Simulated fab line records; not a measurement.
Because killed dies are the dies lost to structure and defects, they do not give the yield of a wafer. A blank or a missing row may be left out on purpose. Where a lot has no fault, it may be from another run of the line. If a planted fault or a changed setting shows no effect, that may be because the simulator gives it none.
Chamber matching :: flow n5_finfet :: N5_BEOL_M0_SAQP_PECVD_97 on pecvd-01: 3 sister chambers
The step deposits SiNx from SiH4/NH3/N2, target thk 23 nm, time 19.9 s. 14 wafers are shown with their chamber, then 6 later ones without.

## EACH WAFER AND ITS CHAMBER
wafer: L899.1
chamber: 2
showerhead_plenum_p_Torr (Torr): 5.21
throttle_valve_pct (%): 40.9
heater_power_w (W): 581

wafer: L899.2
chamber: 0
showerhead_plenum_p_Torr (Torr): 5.18
throttle_valve_pct (%): 39.6
heater_power_w (W): 570

wafer: L899.4
chamber: 1
showerhead_plenum_p_Torr (Torr): 5.05
throttle_valve_pct (%): 40.0
heater_power_w (W): 665

wafer: L904.1
chamber: 0
showerhead_plenum_p_Torr (Torr): 5.17
throttle_valve_pct (%): 40.0
heater_power_w (W): 559

wafer: L904.3
chamber: 2
showerhead_plenum_p_Torr (Torr): 5.21
throttle_valve_pct (%): 41.1
heater_power_w (W): 652

wafer: L904.4
chamber: 1
showerhead_plenum_p_Torr (Torr): 5.05
throttle_valve_pct (%): 40.4
heater_power_w (W): 599

wafer: L905.2
chamber: 0
showerhead_plenum_p_Torr (Torr): 5.16
throttle_valve_pct (%): 39.8
heater_power_w (W): 507

wafer: L905.4
chamber: 2
showerhead_plenum_p_Torr (Torr): 5.20
throttle_valve_pct (%): 40.9
heater_power_w (W): 570

wafer: L905.5
chamber: 0
showerhead_plenum_p_Torr (Torr): 5.16
throttle_valve_pct (%): 39.8
heater_power_w (W): 507

wafer: L906.4
chamber: 0
showerhead_plenum_p_Torr (Torr): 5.16
throttle_valve_pct (%): 39.5
heater_power_w (W): 556

wafer: L906.5
chamber: 1
showerhead_plenum_p_Torr (Torr): 5.05
throttle_valve_pct (%): 39.6
heater_power_w (W): 668

wafer: L908.2
chamber: 2
showerhead_plenum_p_Torr (Torr): 5.21
throttle_valve_pct (%): 41.0
heater_power_w (W): 541

wafer: L908.3
chamber: 1
showerhead_plenum_p_Torr (Torr): 5.05
throttle_valve_pct (%): 40.0
heater_power_w (W): 688

wafer: L908.4
chamber: 0
showerhead_plenum_p_Torr (Torr): 5.17
throttle_valve_pct (%): 39.7
heater_power_w (W): 562

SIGNATURES, as means of the wafers listed above
reading: showerhead_plenum_p_Torr
chamber 0: 5.1667
chamber 1: 5.0500
chamber 2: 5.2075
scatter within a chamber: 0.00609

reading: throttle_valve_pct
chamber 0: 39.733
chamber 1: 40.000
chamber 2: 40.975
scatter within a chamber: 0.213

reading: heater_power_w
chamber 0: 543.50
chamber 1: 655.00
chamber 2: 586.00
scatter within a chamber: 37.2
Rule: distance of a wafer from a chamber = root of the sum over the readings of ((wafer's reading minus chamber's mean) / reading's scatter) squared. The wafer belongs to the nearest chamber; if the next one is less than 2 further off, it can't be placed. How the scatter is found: for the shown wafers, subtract from each reading the mean of its chamber, square and add these, divide the total by (wafers less chambers), then take the root.

## WAFERS WITHOUT THEIR CHAMBER
wafer: L916.3
showerhead_plenum_p_Torr (Torr): 5.06
throttle_valve_pct (%): 39.8
heater_power_w (W): 638

wafer: L916.5
showerhead_plenum_p_Torr (Torr): 5.06
throttle_valve_pct (%): 40.0
heater_power_w (W): 636

wafer: L916.6
showerhead_plenum_p_Torr (Torr): 5.17
throttle_valve_pct (%): 40.3
heater_power_w (W): 555

wafer: L918.1
showerhead_plenum_p_Torr (Torr): 5.05
throttle_valve_pct (%): 40.0
heater_power_w (W): 675

wafer: L918.4
showerhead_plenum_p_Torr (Torr): 5.15
throttle_valve_pct (%): 40.4
heater_power_w (W): 568

wafer: L918.6
showerhead_plenum_p_Torr (Torr): 5.04
throttle_valve_pct (%): 40.0
heater_power_w (W): 673

## CHAMBER TAKEN BY EACH
wafer: L916.3
from the rows above: 1
in truth: 1

wafer: L916.5
from the rows above: 1
in truth: 1

wafer: L916.6
from the rows above: 0
in truth: 0

wafer: L918.1
from the rows above: 1
in truth: 1

wafer: L918.4
from the rows above: 0
in truth: 0

wafer: L918.6
from the rows above: 1
in truth: 1
Correctly placed: 6 of 6. Can't be placed from these rows: 0. Placed wrongly: 0.
